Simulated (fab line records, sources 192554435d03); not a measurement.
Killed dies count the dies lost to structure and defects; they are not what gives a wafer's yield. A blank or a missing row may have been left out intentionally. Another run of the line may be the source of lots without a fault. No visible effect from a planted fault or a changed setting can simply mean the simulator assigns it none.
What tool caused it? -- flow n5-finfet -- 11 lots, 30 wafers sampled, at 5 steps of a route of 1938

## WHAT EACH GAUGE READ, for each wafer
N5_HKMG_FIN_INSPECT_61: inspects for defects (macro).
lot,measured,on,raw-defect-count
L133,day 4 12:41,defect-inspect-02,0 1 2
L137,day 5 16:51,defect-inspect-02,2 0
L141,day 6 16:26,defect-inspect-01,1 1
L142,day 6 19:43,defect-inspect-01,4 2
L146,day 7 20:02,defect-inspect-02,4 2 3
L147,day 8 06:58,defect-inspect-01,4 3 1
L149,day 8 18:39,defect-inspect-02,1 1 3
L151,day 9 02:42,defect-inspect-02,3 1 2
L152,day 9 08:34,defect-inspect-01,1 2 1
L153,day 9 13:04,defect-inspect-02,1 2 1
L154,day 9 20:41,defect-inspect-01,2 2 1

N5_BEOL_M4_RC_MEAS_101.
lot,measured,on,DIBL_N (mV/V),DIBL_P (mV/V),IOFF_N (nA/um),IOFF_P (nA/um),ION_N (uA/um),ION_P (uA/um),SS_N (mV/dec),SS_P (mV/dec),VT_N (mV),VT_P (mV)
L133,day 8 11:39,prober-02,35.8 35.9 38.0,36.9 35.7 39.7,0.15 0.15 0.19,0.22 0.19 0.27,678 664 675,470 457 469,71.6 71.4 72.2,73.6 72.8 74.3,248 249 249,-250 -252 -249
L137,day 10 01:50,prober-02,36.2 37.4,36.8 39.0,0.15 0.18,0.20 0.23,654 671,455 458,72.1 71.7,73.0 74.2,252 248,-251 -250
L141,day 10 18:22,prober-02,36.8 34.8,37.0 35.0,0.18 0.15,0.23 0.21,673 676,461 465,71.7 71.6,73.3 73.7,248 248,-250 -248
L142,day 10 21:54,prober-01,36.6 35.3,37.0 35.8,0.17 0.15,0.26 0.24,681 675,470 474,71.9 71.6,73.4 72.6,249 250,-245 -246
L146,day 12 06:14,prober-02,35.3 41.1 36.6,35.2 40.7 37.4,0.15 0.29 0.17,0.20 0.29 0.23,676 699 674,465 466 466,71.4 73.2 71.1,73.8 74.8 73.8,248 240 247,-251 -247 -247
L147,day 12 12:28,prober-02,34.2 33.3 36.3,33.8 32.6 36.6,0.13 0.13 0.17,0.18 0.17 0.23,647 657 665,455 459 457,70.6 70.6 72.2,72.7 72.4 73.4,253 251 248,-253 -251 -250
L149,day 12 22:08,prober-02,34.9 32.7 37.0,35.6 32.1 37.2,0.14 0.12 0.19,0.23 0.18 0.27,668 677 681,463 467 472,71.3 70.6 71.7,73.1 72.5 73.3,253 251 245,-246 -248 -244
L151,day 13 17:14,prober-02,40.5 37.6 38.3,38.1 34.2 34.9,0.21 0.15 0.16,0.27 0.20 0.20,666 660 653,462 462 457,71.8 71.4 71.7,73.7 72.6 72.8,246 250 251,-247 -250 -250
L152,day 13 06:59,prober-02,33.0 38.4 35.4,30.8 38.8 34.2,0.11 0.20 0.13,0.15 0.27 0.19,649 676 670,449 463 463,71.1 71.9 71.2,72.6 74.0 72.6,257 248 251,-254 -244 -249
L153,day 14 11:01,prober-02,33.9 35.4 34.7,34.4 37.0 36.1,0.12 0.14 0.13,0.17 0.20 0.19,661 679 669,464 466 466,70.6 70.3 70.5,71.7 72.9 72.2,254 253 254,-253 -249 -252
L154,day 15 03:51,prober-02,38.7 36.5 34.7,39.5 37.2 35.7,0.20 0.16 0.13,0.25 0.22 0.20,694 679 661,469 470 465,72.4 72.2 71.4,73.6 73.4 72.2,244 250 252,-246 -247 -252

## WHAT TOOL EACH LOT RAN ON (gives the tool, then ch and the chambers of the sampled wafers, and finally the start)
lot,N5_HKMG_FIN_ALD_79,N5_HKMG_FIN_CVD_62,N5_HKMG_FIN_ALD_36
L133,"ald-metal-02 ch 0,1, day 4 14:06","thermal-cvd-si-01 ch 0,2, day 4 14:28","ald-metal-01 ch 2,3, day 4 14:52"
L137,"ald-metal-01 ch 3, day 5 19:00","thermal-cvd-si-01 ch 0,2, day 5 19:22","ald-metal-04 ch 0,3, day 5 19:46"
L141,"ald-metal-01 ch 3, day 6 17:55","thermal-cvd-si-01 ch 0, day 6 18:16","ald-metal-02 ch 2,3, day 6 18:44"
L142,"ald-metal-01 ch 1,2, day 6 21:07","thermal-cvd-si-02 ch 0,2, day 6 21:28","ald-metal-02 ch 2,3, day 6 21:54"
L146,"ald-metal-04 ch 0,2,3, day 7 21:26","thermal-cvd-si-02 ch 0,2, day 7 21:48","ald-metal-01 ch 0,1,3, day 7 22:12"
L147,"ald-metal-04 ch 0,2,3, day 8 08:25","thermal-cvd-si-01 ch 0,2, day 8 08:46","ald-metal-02 ch 0,2,3, day 8 09:34"
L149,"ald-metal-02 ch 0,2,3, day 8 20:11","thermal-cvd-si-01 ch 0,2, day 8 20:33","ald-metal-01 ch 1,2,3, day 8 20:59"
L151,"ald-metal-01 ch 0,1,3, day 9 04:10","thermal-cvd-si-01 ch 0,2, day 9 04:31","ald-metal-01 ch 1,3, day 9 04:58"
L152,"ald-metal-01 ch 0,1,2, day 9 09:58","thermal-cvd-si-02 ch 0,1,2, day 9 10:19","ald-metal-04 ch 1,2,3, day 9 10:50"
L153,"ald-metal-01 ch 0,1,2, day 9 14:28","thermal-cvd-si-01 ch 1,2, day 9 14:49","ald-metal-02 ch 1,3, day 9 15:13"
L154,"ald-metal-01 ch 0,1,2, day 9 22:05","thermal-cvd-si-02 ch 0,1,2, day 9 22:26","ald-metal-04 ch 0,2,3, day 9 23:07"
- N5_HKMG_FIN_ALD_79: deposits TiN, target thk 1.5 nm, pulse time 1 s, purge time 3 s.
- N5_HKMG_FIN_CVD_62: deposits a-Si from Si2H6, target thk 3 nm, time 20.8 s.
- N5_HKMG_FIN_ALD_36: deposits TiN, target thk 1 nm, pulse time 1 s, purge time 3 s.

## AS READ BY THE TOOLS THEMSELVES (means over the sampled wafers that have a number; for cases with no such wafer, the mark the record gives instead)
N5_HKMG_FIN_ALD_79.
lot,tool,heater-power-w (W),precursor-pulse-height-rel
L133,ald-metal-02,1032,1.004
L137,ald-metal-01,960,1.002
L141,ald-metal-01,938,0.993
L142,ald-metal-01,757,1.006
L146,ald-metal-04,786,0.992
L147,ald-metal-04,799,1.008
L149,ald-metal-02,964,0.985
L151,ald-metal-01,861,1.006
L152,ald-metal-01,811,0.984
L153,ald-metal-01,792,0.982
L154,ald-metal-01,803,0.981

N5_HKMG_FIN_CVD_62.
lot,tool,heater-power-w (W)
L133,thermal-cvd-si-01,1319
L137,thermal-cvd-si-01,1368
L141,thermal-cvd-si-01,1299
L142,thermal-cvd-si-02,1356
L146,thermal-cvd-si-02,1425
L147,thermal-cvd-si-01,1359
L149,thermal-cvd-si-01,1380
L151,thermal-cvd-si-01,1312
L152,thermal-cvd-si-02,1464
L153,thermal-cvd-si-01,1351
L154,thermal-cvd-si-02,1432

N5_HKMG_FIN_ALD_36.
lot,tool,heater-power-w (W),precursor-pulse-height-rel
L133,ald-metal-01,909,1.014
L137,ald-metal-04,818,0.989
L141,ald-metal-02,1006,0.998
L142,ald-metal-02,992,1.034
L146,ald-metal-01,862,0.985
L147,ald-metal-02,966,0.991
L149,ald-metal-01,817,0.989
L151,ald-metal-01,889,0.998
L152,ald-metal-04,838,0.978
L153,ald-metal-02,1087,1.012
L154,ald-metal-04,813,1.005

## THE ANSWER, worked out from the rows above alone
Rule: what is usual is taken from the lots themselves. The widest of any qualifying gaps counts: lots, ordered by their means at a reading, are off when they make up no more than a third of the lots, leave a main group of 4 or more, and stand apart from it by 3 or more times the standard deviation of that group's means. Not used: any main group whose means are identical at the precision the tables above print for the reading. A lot without any number at a reading at which 4 lots or more have one is off too. Where the step has rows for the other lots, those lots are counted as sound. The gauges are gone through in route order, then the tools' own readings, and for those a lot's mean is taken as printed above. The first step at which some lot is off is used, and at that step the reading that is off furthest; a lot without a number counts as furthest.
Nothing can be told from this: no lot is off at any reading shown.

## WHAT HAD BEEN PUT IN BY THE SIMULATOR
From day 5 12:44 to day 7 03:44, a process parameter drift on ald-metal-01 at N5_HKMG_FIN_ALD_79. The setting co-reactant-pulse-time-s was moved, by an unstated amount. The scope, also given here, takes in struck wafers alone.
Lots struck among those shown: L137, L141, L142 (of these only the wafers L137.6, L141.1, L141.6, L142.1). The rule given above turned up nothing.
